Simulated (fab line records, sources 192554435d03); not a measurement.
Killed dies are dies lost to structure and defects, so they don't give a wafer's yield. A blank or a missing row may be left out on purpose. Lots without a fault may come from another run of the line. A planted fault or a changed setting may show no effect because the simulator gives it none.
Which tool did it? | flow n5_finfet | 10 lots, 28 wafers sampled, at 5 steps of a route of 1938

WHAT THE GAUGES READ, wafer by wafer
N5_HKMG_FIN_THK_MEAS_70: measures by xrf. Usual: HK_THK 1.590 nm, standard deviation 0.018.
lot  | measured    | on            | HK_THK (nm)       | flag
L185 | day 4 03:17 | film_metro-01 | 1.594 1.574 1.584 |
L188 | day 4 23:52 | film_metro-02 | 1.565 1.623 1.563 |
L190 | day 5 08:15 | film_metro-01 | 1.571 1.598 1.592 |
L189 | day 5 10:26 | film_metro-01 | 1.582 1.609       |
L191 | day 5 17:23 | film_metro-02 | 1.596 1.572 1.597 |
L192 | day 5 23:24 | film_metro-01 | 1.609 1.608 1.611 |
L193 | day 6 09:07 | film_metro-01 | 1.607 1.593       |
L201 | day 8 07:59 | film_metro-01 | 1.583 1.594 1.585 |
L203 | day 8 15:41 | film_metro-01 | 1.574 1.572 1.566 |
L205 | day 9 03:23 | film_metro-01 | 1.601 1.606 1.615 |

N5_HKMG_FIN_OVL_MEAS_13. Usual: NWFM_OVL 0.3 nm, standard deviation 0.69.
lot  | measured    | on         | NWFM_OVL (nm) | flag
L185 | day 4 04:04 | overlay-01 | -0.4 0.6 0.8  |
L188 | day 5 00:46 | overlay-01 | 1.6 1.1 -0.4  |
L190 | day 5 09:02 | overlay-02 | 0.5 0.4 1.3   |
L189 | day 5 11:20 | overlay-01 | 0.2 -0.2      |
L191 | day 5 18:10 | overlay-01 | 0.4 0.1 0.7   |
L192 | day 6 00:11 | overlay-02 | 0.7 1.1 1.2   |
L193 | day 6 10:01 | overlay-02 | 0.5 0.5       |
L201 | day 8 08:53 | overlay-02 | -0.7 0.4 -0.1 |
L203 | day 8 16:35 | overlay-01 | 0.0 -0.2 -0.7 |
L205 | day 9 04:19 | overlay-01 | 0.0 1.3 0.2   |

N5_BEOL_M4_RC_MEAS_101. Usual: DIBL_N 35.9 mV/V, standard deviation 1.3; DIBL_P 36.3 mV/V, standard deviation 1.5; IOFF_N 0.153 nA/um, standard deviation 0.023; IOFF_P 0.208 nA/um, standard deviation 0.028; ION_N 672 uA/um, standard deviation 9.7; ION_P 462 uA/um, standard deviation 6.6; SS_N 71.5 mV/dec, standard deviation 0.53; SS_P 73.3 mV/dec, standard deviation 0.59; VT_N 250.4 mV, standard deviation 2.7; VT_P -250.5 mV, standard deviation 3.
lot  | measured     | on        | DIBL_N (mV/V)  | DIBL_P (mV/V)  | IOFF_N (nA/um)    | IOFF_P (nA/um)    | ION_N (uA/um) | ION_P (uA/um) | SS_N (mV/dec)  | SS_P (mV/dec)  | VT_N (mV)         | VT_P (mV)            | flag
L185 | day 8 00:50  | prober-02 | 35.3 36.9 34.4 | 35.2 37.2 33.8 | 0.137 0.162 0.120 | 0.175 0.197 0.152 | 660 679 660   | 453 461 450   | 71.3 71.8 70.7 | 73.1 73.7 72.3 | 250.9 249.6 254.1 | -254.6 -255.0 -257.9 |
L188 | day 9 08:19  | prober-01 | 37.3 35.1 38.7 | 37.6 34.8 39.2 | 0.186 0.148 0.218 | 0.275 0.214 0.307 | 672 670 690   | 470 469 478   | 72.6 71.1 73.0 | 73.6 72.8 73.3 | 245.2 250.7 246.7 | -245.2 -248.0 -243.2 |
L190 | day 9 19:38  | prober-02 | 35.9 37.1 34.8 | 36.9 38.6 36.6 | 0.143 0.173 0.137 | 0.198 0.225 0.194 | 655 671 666   | 451 461 459   | 71.9 71.3 70.9 | 72.9 73.9 72.7 | 253.9 248.6 251.7 | -255.0 -249.8 -250.7 |
L189 | day 9 11:59  | prober-02 | 35.8 35.4      | 35.4 35.4      | 0.147 0.155       | 0.200 0.186       | 677 674       | 456 459       | 70.9 71.3      | 72.8 72.3      | 249.8 249.5       | -250.4 -252.4        |
L191 | day 10 07:00 | prober-01 | 36.8 36.9 35.7 | 37.2 35.8 35.7 | 0.170 0.168 0.149 | 0.235 0.222 0.217 | 681 685 671   | 470 469 467   | 72.2 70.7 71.8 | 73.8 73.4 73.9 | 248.3 248.3 252.0 | -249.1 -250.4 -249.9 |
L192 | day 10 09:09 | prober-01 | 37.4 37.9 38.0 | 38.0 38.7 39.7 | 0.171 0.199 0.196 | 0.221 0.235 0.259 | 674 682 682   | 466 465 477   | 72.1 70.7 72.0 | 74.5 74.4 74.4 | 248.5 246.9 246.2 | -248.4 -250.6 -249.4 |
L193 | day 10 15:50 | prober-02 | 36.2 35.2      | 35.9 35.0      | 0.161 0.138       | 0.189 0.176       | 674 669       | 457 452       | 71.2 71.2      | 73.1 73.4      | 249.9 253.6       | -255.5 -256.2        |
L201 | day 12 15:55 | prober-02 | 36.5 36.5 36.9 | 37.9 37.4 37.7 | 0.160 0.157 0.169 | 0.218 0.206 0.215 | 675 682 669   | 461 459 455   | 70.8 71.5 71.6 | 73.0 73.5 73.4 | 251.5 254.7 251.7 | -249.8 -253.8 -250.4 |
L203 | day 13 16:50 | prober-02 | 34.6 36.1 35.8 | 34.6 35.9 36.2 | 0.142 0.158 0.146 | 0.180 0.198 0.207 | 679 679 666   | 461 460 456   | 70.4 71.5 71.8 | 72.8 73.5 73.4 | 248.7 250.2 252.1 | -251.5 -250.3 -248.1 |
L205 | day 13 21:12 | prober-01 | 35.8 32.8 34.9 | 38.0 34.6 37.1 | 0.168 0.121 0.152 | 0.216 0.176 0.203 | 673 669 685   | 462 460 474   | 71.5 71.3 71.5 | 73.4 72.8 73.5 | 249.3 251.3 252.4 | -252.6 -253.5 -249.4 |

WHICH TOOL RAN EACH LOT (tool, then ch and the chambers of the sampled wafers, then the start)
lot  | N5_HKMG_FIN_STRIP_34              | N5_HKMG_FIN_NWFM_ALD_20
L185 | rie_diel-06 ch 0,1,3, day 4 04:25 | ald_metal-03 ch 0,1, day 4 06:12
L188 | rie_diel-05 ch 1,2,3, day 5 01:07 | ald_metal-04 ch 1,2,3, day 5 02:47
L190 | rie_diel-03 ch 0,1, day 5 09:34   | ald_metal-04 ch 0,2, day 5 11:16
L189 | rie_diel-05 ch 0,1, day 5 11:40   | ald_metal-04 ch 0,2, day 5 13:20
L191 | rie_diel-06 ch 0,1,2, day 5 18:31 | ald_metal-03 ch 0,2,3, day 5 20:17
L192 | rie_diel-03 ch 1,2,3, day 6 01:52 | ald_metal-04 ch 0,2, day 6 03:49
L193 | rie_diel-03 ch 0,1, day 6 11:04   | ald_metal-04 ch 0,1, day 6 12:51
L201 | rie_diel-03 ch 0,1, day 8 09:50   | ald_metal-03 ch 1,2,3, day 8 11:41
L203 | rie_diel-03 ch 0,2,3, day 8 17:00 | ald_metal-02 ch 0,1,2, day 8 18:41
L205 | rie_diel-03 ch 0,2, day 9 04:55   | ald_metal-03 ch 2,3, day 9 06:35
- N5_HKMG_FIN_STRIP_34: strips in CF4.
- N5_HKMG_FIN_NWFM_ALD_20: deposits TiAlC, target thk 2 nm, pulse time 3 s, purge time 2 s.

WHAT THE TOOLS THEMSELVES READ (means of the sampled wafers that have a number; where no wafer has one, the mark that the record gives instead)
N5_HKMG_FIN_STRIP_34. Usual: drypump_motor_current_A 5.8 A, standard deviation 0.34; oes_product_au 0.77 a.u., standard deviation 0.095; rf_fwd_power_W 294.0 W, standard deviation 1.5; rf_vpp_V 270.6 V, standard deviation 1.9; showerhead_plenum_p_Torr 1.77 Torr, standard deviation 0.076; throttle_valve_pct 13.67 %, standard deviation 0.25.
lot  | tool        | drypump_motor_current_A (A) | oes_product_au (a.u.) | rf_fwd_power_W (W) | rf_vpp_V (V) | showerhead_plenum_p_Torr (Torr) | throttle_valve_pct (%) | flag
L185 | rie_diel-06 | 5.9                         | 0.74                  | 295.6              | 270.3        | 1.74                            | 13.66                  |
L188 | rie_diel-05 | 5.7                         | 0.69                  | 294.3              | 269.2        | 1.71                            | 13.63                  |
L190 | rie_diel-03 | 5.8                         | 0.71                  | 295.4              | 272.0        | 1.82                            | 13.93                  |
L189 | rie_diel-05 | 5.6                         | 0.71                  | 293.2              | 268.8        | 1.71                            | 13.72                  |
L191 | rie_diel-06 | 5.8                         | 0.84                  | 293.6              | 271.1        | 1.81                            | 13.47                  |
L192 | rie_diel-03 | 6.0                         | 0.74                  | 294.1              | 270.9        | 1.79                            | 13.89                  |
L193 | rie_diel-03 | 5.7                         | 0.70                  | 295.3              | 272.4        | 1.81                            | 13.88                  |
L201 | rie_diel-03 | 5.8                         | 0.85                  | 292.4              | 271.8        | 1.81                            | 13.62                  |
L203 | rie_diel-03 | 6.0                         | 0.73                  | 293.4              | 270.0        | 1.77                            | 13.76                  |
L205 | rie_diel-03 | 6.0                         | 0.72                  | 292.9              | 269.1        | 1.69                            | 13.78                  |

N5_HKMG_FIN_NWFM_ALD_20. Usual: heater_power_w 480 W, standard deviation 37; precursor_pulse_height_rel 1.001, standard deviation 0.019.
lot  | tool         | heater_power_w (W) | precursor_pulse_height_rel | flag
L185 | ald_metal-03 | 475                | 0.987                      |
L188 | ald_metal-04 | 494                | 0.987                      |
L190 | ald_metal-04 | 451                | 1.017                      |
L189 | ald_metal-04 | 448                | 0.990                      |
L191 | ald_metal-03 | 489                | 1.006                      |
L192 | ald_metal-04 | 432                | 1.012                      |
L193 | ald_metal-04 | 447                | 1.026                      |
L201 | ald_metal-03 | 466                | 0.995                      |
L203 | ald_metal-02 | 512                | 0.999                      |
L205 | ald_metal-03 | 482                | 1.013                      |

THE ANSWER, worked out from the rows above alone
Rule: a lot is off if the mean of its wafers that have a number lies more than 3 standard deviations from the usual mean. A lot without any number at a reading at which 4 lots or more have one is off too. The other lots that the step has rows for count as sound. The gauges are gone through in route order, then the tools' own readings, and for those a lot's mean is taken as printed above. The first step at which some lot is off is used, and at that step the reading that is off furthest; a lot without a number counts as furthest.
No lot is off at any reading shown: from this, nothing can be told.

WHAT THE SIMULATOR HAD PUT IN
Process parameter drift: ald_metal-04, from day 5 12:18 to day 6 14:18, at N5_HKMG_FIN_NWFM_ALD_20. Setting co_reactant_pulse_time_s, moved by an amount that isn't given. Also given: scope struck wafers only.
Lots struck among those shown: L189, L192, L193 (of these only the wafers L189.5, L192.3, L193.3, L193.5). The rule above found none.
